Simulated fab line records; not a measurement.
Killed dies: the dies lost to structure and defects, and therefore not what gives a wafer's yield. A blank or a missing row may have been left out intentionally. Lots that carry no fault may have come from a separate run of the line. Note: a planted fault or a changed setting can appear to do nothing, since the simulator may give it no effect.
Split-lot experiment :: flow n5_finfet :: 16 wafers read across 7 lots, on a route 1938 steps long

## ABOUT THE SPLIT
At N5_BEOL_M3_SPUTTER_86 (material Cu, target thk 4.5 nm, time 8.29 s), the setting time_s was moved away from the recipe's 8.29 s on 3 of the 16 wafers read, by -14.7% to -11.6%. For the rest of the wafers, this setting stayed at what the recipe calls for.

The reading comes from the split's own step.

## THE READING
Cu_of_BEOL_M3_SPUTTER_86.thk_nm (the simulator's own value, which no gauge read), in nm, at N5_BEOL_M3_SPUTTER_86 (material Cu, target thk 4.5 nm, time 8.29 s). The file does not state a usual value for it. Across the 13 wafers here that went through the recipe, the average is 4.5 nm and the standard deviation 0.15 nm.

wafer: L075.1
tool, chamber at the split: pvd_sputter-01, -
time_s as run, s: 8.29
against the recipe: recipe
Cu_of_BEOL_M3_SPUTTER_86.thk_nm, nm: 4.6
against lot-mates on the recipe: -

wafer: L075.5
tool, chamber at the split: pvd_sputter-01, -
time_s as run, s: 8.29
against the recipe: recipe
Cu_of_BEOL_M3_SPUTTER_86.thk_nm, nm: 4.6
against lot-mates on the recipe: -

wafer: L075.6
tool, chamber at the split: pvd_sputter-01, -
time_s as run, s: 8.29
against the recipe: recipe
Cu_of_BEOL_M3_SPUTTER_86.thk_nm, nm: 4.6
against lot-mates on the recipe: -

wafer: L077.2
tool, chamber at the split: pvd_sputter-03, -
time_s as run, s: 8.29
against the recipe: recipe
Cu_of_BEOL_M3_SPUTTER_86.thk_nm, nm: 4.4
against lot-mates on the recipe: -

wafer: L077.4
tool, chamber at the split: pvd_sputter-03, -
time_s as run, s: 7.329
against the recipe: -11.6%
Cu_of_BEOL_M3_SPUTTER_86.thk_nm, nm: 4
against lot-mates on the recipe: -0.4

wafer: L077.5
tool, chamber at the split: pvd_sputter-03, -
time_s as run, s: 7.329
against the recipe: -11.6%
Cu_of_BEOL_M3_SPUTTER_86.thk_nm, nm: 4
against lot-mates on the recipe: -0.4

wafer: L081.2
tool, chamber at the split: pvd_sputter-03, -
time_s as run, s: 8.29
against the recipe: recipe
Cu_of_BEOL_M3_SPUTTER_86.thk_nm, nm: 4.6
against lot-mates on the recipe: -

wafer: L081.4
tool, chamber at the split: pvd_sputter-03, -
time_s as run, s: 8.29
against the recipe: recipe
Cu_of_BEOL_M3_SPUTTER_86.thk_nm, nm: 4.6
against lot-mates on the recipe: -

wafer: L081.6
tool, chamber at the split: pvd_sputter-03, -
time_s as run, s: 8.29
against the recipe: recipe
Cu_of_BEOL_M3_SPUTTER_86.thk_nm, nm: 4.6
against lot-mates on the recipe: -

wafer: L090.4
tool, chamber at the split: pvd_sputter-02, -
time_s as run, s: 8.29
against the recipe: recipe
Cu_of_BEOL_M3_SPUTTER_86.thk_nm, nm: 4.8
against lot-mates on the recipe: -

wafer: L090.5
tool, chamber at the split: pvd_sputter-02, -
time_s as run, s: 7.071
against the recipe: -14.7%
Cu_of_BEOL_M3_SPUTTER_86.thk_nm, nm: 4
against lot-mates on the recipe: -0.6

wafer: L090.6
tool, chamber at the split: pvd_sputter-02, -
time_s as run, s: 8.29
against the recipe: recipe
Cu_of_BEOL_M3_SPUTTER_86.thk_nm, nm: 4.4
against lot-mates on the recipe: -

wafer: L091.5
tool, chamber at the split: pvd_sputter-03, -
time_s as run, s: 8.29
against the recipe: recipe
Cu_of_BEOL_M3_SPUTTER_86.thk_nm, nm: 4.4
against lot-mates on the recipe: -

wafer: L092.3
tool, chamber at the split: pvd_sputter-03, -
time_s as run, s: 8.29
against the recipe: recipe
Cu_of_BEOL_M3_SPUTTER_86.thk_nm, nm: 4.6
against lot-mates on the recipe: -

wafer: L093.3
tool, chamber at the split: pvd_sputter-01, -
time_s as run, s: 8.29
against the recipe: recipe
Cu_of_BEOL_M3_SPUTTER_86.thk_nm, nm: 4.2
against lot-mates on the recipe: -

wafer: L093.6
tool, chamber at the split: pvd_sputter-01, -
time_s as run, s: 8.29
against the recipe: recipe
Cu_of_BEOL_M3_SPUTTER_86.thk_nm, nm: 4.4
against lot-mates on the recipe: -

FIT RESULTS
A straight line over all 16 wafers: Cu_of_BEOL_M3_SPUTTER_86.thk_nm changes by +0.0407 nm for each +1% of time_s; r = +0.83; the points scatter about the line by 0.14 nm.
The same after taking each lot's own level away (the mean of its wafers on the recipe; 16 wafers): +0.0374 nm for each +1%; r = +0.92; scatter 0.086 nm.
The reading moves by 0.55 nm for the largest change in time_s, on that fit.
The span of the lots' own levels, 4.30 to 4.60 nm, comes to 2.0 times the standard deviation stated above.
The two slopes are in agreement: the lot-to-lot level therefore moves the slope only a little.
Check: for one of the wafers moved furthest among these (-14.7%), held out of the fit, the line's prediction against its lot-mates is -0.507 nm. It came out at -0.6 nm against them.

## ADDITIONAL SPLITS CARRIED BY THESE WAFERS
Other splits were also applied to these wafers ahead of the reading. Each is held against what the fit with the lots' levels taken away leaves over:
other split on the same wafers: N5_BEOL_M1_EXPOSE_08 dose_mj
wafers away from the commonest value: 7
r with Cu_of_BEOL_M3_SPUTTER_86.thk_nm (lot level and that fit taken away): -0.25

other split on the same wafers: N5_BEOL_M1_ETCH_64 bias_w
wafers away from the commonest value: 3
r with Cu_of_BEOL_M3_SPUTTER_86.thk_nm (lot level and that fit taken away): +0.04

other split on the same wafers: N5_BEOL_M1_DEP_57 time_s
wafers away from the commonest value: 7
r with Cu_of_BEOL_M3_SPUTTER_86.thk_nm (lot level and that fit taken away): +0.09

other split on the same wafers: N5_BEOL_M2_COAT_73 spin_rpm
wafers away from the commonest value: 5
r with Cu_of_BEOL_M3_SPUTTER_86.thk_nm (lot level and that fit taken away): +0.57

other split on the same wafers: N5_BEOL_M3_TRENCH_ETCH_37 time_s
wafers away from the commonest value: 3
r with Cu_of_BEOL_M3_SPUTTER_86.thk_nm (lot level and that fit taken away): -0.01

## FILE'S OWN FIT
Cu_of_BEOL_M3_SPUTTER_86.thk_nm changes by +0.0384 nm for each +1% of time_s, r = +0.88.
